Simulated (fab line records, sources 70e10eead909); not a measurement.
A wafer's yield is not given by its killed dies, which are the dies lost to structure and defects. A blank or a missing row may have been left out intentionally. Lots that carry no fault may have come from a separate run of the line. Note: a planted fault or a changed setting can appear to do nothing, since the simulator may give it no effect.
A sampling plan put to the test + flow nand harc + each of the 21 faults these records tell of, on one fab line, judged from the records of the lots it struck
The line's own looks make up the plan; these are the steps of the route where a gauge or inspection reads the wafer and leaves it unchanged. A look is open to judgement when struck wafers have a number at it and the file gives its usual mean and standard deviation on fault-free wafers. Caught: a look later than the fault's first step finds the struck wafers' mean 4 or more of those standard deviations (sigma) from the usual mean. On the tool: the fault's steps, tested the same way using the tool's own readings. It also counts as caught if the struck wafers ran another recipe or if their record alone is blank.

== THE FAULTS, as the simulator had put them in ==
1. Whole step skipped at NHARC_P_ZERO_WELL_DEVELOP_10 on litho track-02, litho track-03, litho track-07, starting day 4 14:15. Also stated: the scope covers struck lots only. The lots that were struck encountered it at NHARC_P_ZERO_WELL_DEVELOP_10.
2. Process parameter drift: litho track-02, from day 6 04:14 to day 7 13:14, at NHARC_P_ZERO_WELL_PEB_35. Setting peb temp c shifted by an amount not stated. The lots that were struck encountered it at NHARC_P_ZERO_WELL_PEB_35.
3. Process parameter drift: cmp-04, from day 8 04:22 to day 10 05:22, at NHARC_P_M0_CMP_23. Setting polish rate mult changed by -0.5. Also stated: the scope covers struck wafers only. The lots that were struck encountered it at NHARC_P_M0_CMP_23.
4. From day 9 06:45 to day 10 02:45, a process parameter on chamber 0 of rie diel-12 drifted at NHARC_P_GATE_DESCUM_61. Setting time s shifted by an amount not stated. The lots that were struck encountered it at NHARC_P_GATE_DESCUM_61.
5. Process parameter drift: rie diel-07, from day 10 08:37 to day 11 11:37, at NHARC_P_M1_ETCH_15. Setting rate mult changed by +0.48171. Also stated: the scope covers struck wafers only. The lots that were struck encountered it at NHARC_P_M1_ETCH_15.
6. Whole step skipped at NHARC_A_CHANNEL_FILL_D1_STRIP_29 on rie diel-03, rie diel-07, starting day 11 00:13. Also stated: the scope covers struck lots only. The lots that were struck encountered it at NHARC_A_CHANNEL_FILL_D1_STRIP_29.
7. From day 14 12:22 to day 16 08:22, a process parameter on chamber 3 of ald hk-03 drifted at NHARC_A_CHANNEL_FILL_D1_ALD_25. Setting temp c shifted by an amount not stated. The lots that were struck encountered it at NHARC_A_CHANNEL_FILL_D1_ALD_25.
8. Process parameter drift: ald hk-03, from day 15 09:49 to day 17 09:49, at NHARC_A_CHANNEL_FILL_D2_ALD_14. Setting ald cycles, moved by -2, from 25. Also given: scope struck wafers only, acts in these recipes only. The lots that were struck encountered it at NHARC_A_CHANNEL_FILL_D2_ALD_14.
9. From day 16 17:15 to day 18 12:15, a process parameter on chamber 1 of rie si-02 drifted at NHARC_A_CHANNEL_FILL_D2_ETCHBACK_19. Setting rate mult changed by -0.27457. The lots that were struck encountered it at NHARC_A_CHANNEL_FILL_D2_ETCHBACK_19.
10. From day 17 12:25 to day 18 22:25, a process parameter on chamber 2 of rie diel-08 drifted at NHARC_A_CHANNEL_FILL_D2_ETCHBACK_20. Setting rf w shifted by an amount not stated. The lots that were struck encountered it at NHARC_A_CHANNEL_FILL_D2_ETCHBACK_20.
11. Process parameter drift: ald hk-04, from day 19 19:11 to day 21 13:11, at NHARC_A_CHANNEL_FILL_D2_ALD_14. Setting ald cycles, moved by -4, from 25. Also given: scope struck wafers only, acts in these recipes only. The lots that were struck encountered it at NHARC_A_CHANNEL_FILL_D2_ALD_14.
12. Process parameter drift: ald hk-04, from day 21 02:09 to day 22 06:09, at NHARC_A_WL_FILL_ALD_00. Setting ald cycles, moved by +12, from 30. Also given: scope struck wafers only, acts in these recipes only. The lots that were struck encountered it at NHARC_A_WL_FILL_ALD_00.
13. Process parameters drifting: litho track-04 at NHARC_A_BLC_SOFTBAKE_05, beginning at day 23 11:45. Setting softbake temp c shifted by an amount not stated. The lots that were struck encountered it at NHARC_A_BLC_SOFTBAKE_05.
14. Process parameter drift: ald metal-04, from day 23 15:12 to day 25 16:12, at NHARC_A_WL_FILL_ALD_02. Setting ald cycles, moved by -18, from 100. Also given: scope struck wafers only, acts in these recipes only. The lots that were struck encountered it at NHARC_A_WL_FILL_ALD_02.
15. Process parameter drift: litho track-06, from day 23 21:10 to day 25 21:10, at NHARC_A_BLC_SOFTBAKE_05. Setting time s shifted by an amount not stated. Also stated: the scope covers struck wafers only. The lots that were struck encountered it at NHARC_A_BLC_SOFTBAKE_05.
16. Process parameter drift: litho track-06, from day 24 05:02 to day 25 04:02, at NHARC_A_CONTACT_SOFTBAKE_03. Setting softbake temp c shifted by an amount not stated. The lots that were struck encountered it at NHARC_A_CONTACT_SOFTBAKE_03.
17. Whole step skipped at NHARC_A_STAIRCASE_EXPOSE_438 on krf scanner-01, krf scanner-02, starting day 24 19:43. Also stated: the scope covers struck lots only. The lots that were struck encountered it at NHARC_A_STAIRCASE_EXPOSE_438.
18. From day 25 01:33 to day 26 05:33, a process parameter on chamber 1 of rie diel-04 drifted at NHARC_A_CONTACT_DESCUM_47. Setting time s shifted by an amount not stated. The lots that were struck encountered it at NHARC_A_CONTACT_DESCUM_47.
19. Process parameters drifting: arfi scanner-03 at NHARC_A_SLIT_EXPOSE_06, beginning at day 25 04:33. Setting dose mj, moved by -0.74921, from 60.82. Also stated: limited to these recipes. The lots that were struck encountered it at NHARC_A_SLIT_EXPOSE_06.
20. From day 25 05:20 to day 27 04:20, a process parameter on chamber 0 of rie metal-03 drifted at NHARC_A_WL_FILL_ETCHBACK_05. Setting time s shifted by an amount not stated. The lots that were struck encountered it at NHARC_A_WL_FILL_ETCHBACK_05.
21. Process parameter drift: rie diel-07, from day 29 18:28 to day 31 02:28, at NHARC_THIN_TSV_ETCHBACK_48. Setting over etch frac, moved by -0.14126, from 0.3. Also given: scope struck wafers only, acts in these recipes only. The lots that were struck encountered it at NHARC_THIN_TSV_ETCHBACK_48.

== WHAT THE PLAN SAW ==
| fault | on the tool itself                               | first look that catches it                      | reading, sigma                                            | median hours from its first step to that look | hours from the fault's start to the first struck lot there | judged looks passed uncaught |
|-------|--------------------------------------------------|-------------------------------------------------|-----------------------------------------------------------|-----------------------------------------------|------------------------------------------------------------|------------------------------|
| 1     | the tool's record is blank for the struck wafers | not the one look that can be judged after it    | -                                                         | -                                             | -                                                          | 1                            |
| 2     | heater power total W -9.7 sigma                  | none of the 2 looks that can be judged after it | -                                                         | -                                             | -                                                          | 2                            |
| 3     | only faintly: time to endpoint s +2.0 sigma      | NHARC_P_M0_INSPECT_27                           | raw defect count +19                                      | 0.5                                           | 15                                                         | 0                            |
| 4     | run length s +5.0 sigma                          | not the one look that can be judged after it    | strongest: killed at other at NHARC_END_SORT_01, +2.0     | -                                             | -                                                          | 1                            |
| 5     | oes product au +11 sigma                         | not the one look that can be judged after it    | -                                                         | -                                             | -                                                          | 1                            |
| 6     | the tool's record is blank for the struck wafers | not the one look that can be judged after it    | -                                                         | -                                             | -                                                          | 1                            |
| 7     | susceptor temp C -53 sigma                       | no look after it can be judged                  | -                                                         | -                                             | -                                                          | 0                            |
| 8     | under 2 sigma                                    | no look after it can be judged                  | -                                                         | -                                             | -                                                          | 0                            |
| 9     | oes product au -11 sigma                         | not the one look that can be judged after it    | -                                                         | -                                             | -                                                          | 1                            |
| 10    | rf fwd power W +81 sigma                         | no look after it can be judged                  | -                                                         | -                                             | -                                                          | 0                            |
| 11    | under 2 sigma                                    | no look after it can be judged                  | -                                                         | -                                             | -                                                          | 0                            |
| 12    | under 2 sigma                                    | no look after it can be judged                  | -                                                         | -                                             | -                                                          | 0                            |
| 13    | heater power total W -92 sigma                   | not the one look that can be judged after it    | -                                                         | -                                             | -                                                          | 1                            |
| 14    | under 2 sigma                                    | no look after it can be judged                  | -                                                         | -                                             | -                                                          | 0                            |
| 15    | heater power total W +99 or beyond sigma         | not the one look that can be judged after it    | -                                                         | -                                             | -                                                          | 1                            |
| 16    | heater power total W +18 sigma                   | no look after it can be judged                  | -                                                         | -                                             | -                                                          | 0                            |
| 17    | no reading that can be judged                    | no look after it can be judged                  | -                                                         | -                                             | -                                                          | 0                            |
| 18    | run length s +4.8 sigma                          | not the one look that can be judged after it    | strongest: killed at periphery at NHARC_END_SORT_01, +2.1 | -                                             | -                                                          | 1                            |
| 19    | exposure dose mJ cm2 -9.0 sigma                  | no look after it can be judged                  | -                                                         | -                                             | -                                                          | 0                            |
| 20    | run length s +29 sigma                           | no look after it can be judged                  | -                                                         | -                                             | -                                                          | 0                            |
| 21    | under 2 sigma                                    | not the one look that can be judged after it    | -                                                         | -                                             | -                                                          | 1                            |
A dash: the fault isn't caught, or these records don't give the number.

Caught at a look: 1 of 21. Caught on the tool: 14 of 21. By one or the other: 15 of 21.
Faults 1, 2, 4, 5, 6, 7, 9, 10, 13, 15, 16, 18, 19, 20 were caught on the tool alone.
Caught at a look alone: fault 3.
Caught by neither: faults 8, 11, 12, 14, 17, 21.

== THINNER SAMPLING ==
Were the look that catches a fault to measure just every second or every third lot (counted by lot number), the first struck lot would, at worst, be measured this late:
| fault | struck lots at that look, in order of time | every lot | every second lot | every third lot |
|-------|--------------------------------------------|-----------|------------------|-----------------|
| 3     | L890                                       | 15 h      | may miss it      | may miss it     |
The hour figures run from when the fault began to the first measured lot among those it struck. The limit of 4 sigma was tested on all struck wafers together, so one lot alone may lie under it. Other struck lots may not be in these records.

== THE LONGEST TIMED WAY FROM STEP TO LOOK ==
Fault 3: a median of 0.5 hours passes between NHARC_P_M0_CMP_23 and NHARC_P_M0_INSPECT_27. No look between them can be judged.
